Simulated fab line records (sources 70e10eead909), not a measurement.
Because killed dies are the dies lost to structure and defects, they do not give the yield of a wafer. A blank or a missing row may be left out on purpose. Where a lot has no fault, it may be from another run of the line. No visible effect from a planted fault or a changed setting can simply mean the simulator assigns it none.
Matching of chambers :: flow nand harc :: NHARC_A_BONDPAD_ETCH_34 on rie diel-12 has 4 sister chambers
The step etches the open film in N2/H2, target depth 60 nm, overetch 18 nm, time 65.91 s. 4 wafers are shown with their chamber, then 7 later ones without.

## WAFERS PAIRED WITH THEIR CHAMBERS
wafer: L286.4
chamber: 2
drypump motor current A (A): 5.76

wafer: L286.5
chamber: 0
drypump motor current A (A): 5.97

wafer: L298.2
chamber: 1
drypump motor current A (A): 6.19

wafer: L298.4
chamber: 3
drypump motor current A (A): 5.88

## WAFERS MISSING THEIR CHAMBER
wafer: L298.5
drypump motor current A (A): 5.98

wafer: L299.1
drypump motor current A (A): 5.93

wafer: L299.2
drypump motor current A (A): 6.19

wafer: L299.4
drypump motor current A (A): 5.91

wafer: L302.2
drypump motor current A (A): 5.78

wafer: L302.4
drypump motor current A (A): 5.90

wafer: L302.6
drypump motor current A (A): 5.98

## THE CHAMBER EACH PASSED THROUGH
wafer: L298.5
from the rows above: 0
in truth: 0

wafer: L299.1
from the rows above: can't be placed: 0 or 3
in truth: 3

wafer: L299.2
from the rows above: 1
in truth: 1

wafer: L299.4
from the rows above: can't be placed: 3 or 0
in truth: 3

wafer: L302.2
from the rows above: 2
in truth: 2

wafer: L302.4
from the rows above: 3
in truth: 3

wafer: L302.6
from the rows above: 0
in truth: 0
Placed correctly: 5 of 7. Not placeable from these rows: 2 (in 2, the candidates include the true chamber). 0 placed wrongly.
How it was worked out, from the rows above alone: a wafer's distance from a chamber is the root of the sum, over the readings, of the square of ((its reading less the chamber's mean) divided by the reading's scatter). If the next closest chamber is less than 2 further off than the closest, the wafer can't be placed; otherwise it belongs to the closest. The mean given for a chamber averages the wafers shown for that chamber. The scatter (one wafer shown for each chamber): square how far every hidden wafer sits from the nearest shown wafer, average those squares and take the square root.
